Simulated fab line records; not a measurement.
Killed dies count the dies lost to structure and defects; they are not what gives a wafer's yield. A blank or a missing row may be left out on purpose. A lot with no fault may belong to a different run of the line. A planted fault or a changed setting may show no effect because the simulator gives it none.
Chamber matching :: flow nandHarc :: NHARC_A_M0_STRIP_18 on rieDiel-01 has 4 sister chambers
The step strips in N2/H2. 4 wafers are shown with their chamber, then 7 later ones without.

WAFERS WITH THEIR CHAMBER
wafer: L381.1
chamber: 0
showerheadPlenumPTorr (Torr): 1.91

wafer: L382.3
chamber: 3
showerheadPlenumPTorr (Torr): 1.97

wafer: L392.1
chamber: 2
showerheadPlenumPTorr (Torr): 2.19

wafer: L392.2
chamber: 1
showerheadPlenumPTorr (Torr): 1.99

WAFERS WHOSE CHAMBER IS MISSING
wafer: L392.4
showerheadPlenumPTorr (Torr): 1.96

wafer: L393.1
showerheadPlenumPTorr (Torr): 1.96

wafer: L393.2
showerheadPlenumPTorr (Torr): 1.99

wafer: L393.5
showerheadPlenumPTorr (Torr): 1.99

wafer: L396.2
showerheadPlenumPTorr (Torr): 1.96

wafer: L396.5
showerheadPlenumPTorr (Torr): 1.99

wafer: L396.6
showerheadPlenumPTorr (Torr): 1.96

WHICH CHAMBER EACH ONE RAN IN
wafer: L392.4
from the rows above: 3
in truth: 3

wafer: L393.1
from the rows above: 3
in truth: 3

wafer: L393.2
from the rows above: 1
in truth: 1

wafer: L393.5
from the rows above: 1
in truth: 1

wafer: L396.2
from the rows above: 3
in truth: 3

wafer: L396.5
from the rows above: 1
in truth: 1

wafer: L396.6
from the rows above: 3
in truth: 3
Placed correctly: 7 of 7. Left unplaced by these rows: 0. 0 placed wrongly.
How it was worked out, from the rows above alone: a wafer's distance from a chamber is the root of the sum, over the readings, of the square of ((its reading less the chamber's mean) divided by the reading's scatter). If the next closest chamber is less than 2 further off than the closest, the wafer can't be placed; otherwise it belongs to the closest. For every chamber, the mean is computed from those of its wafers that are shown. The scatter (one wafer shown for each chamber): square how far every hidden wafer sits from the nearest shown wafer, average those squares and take the square root.
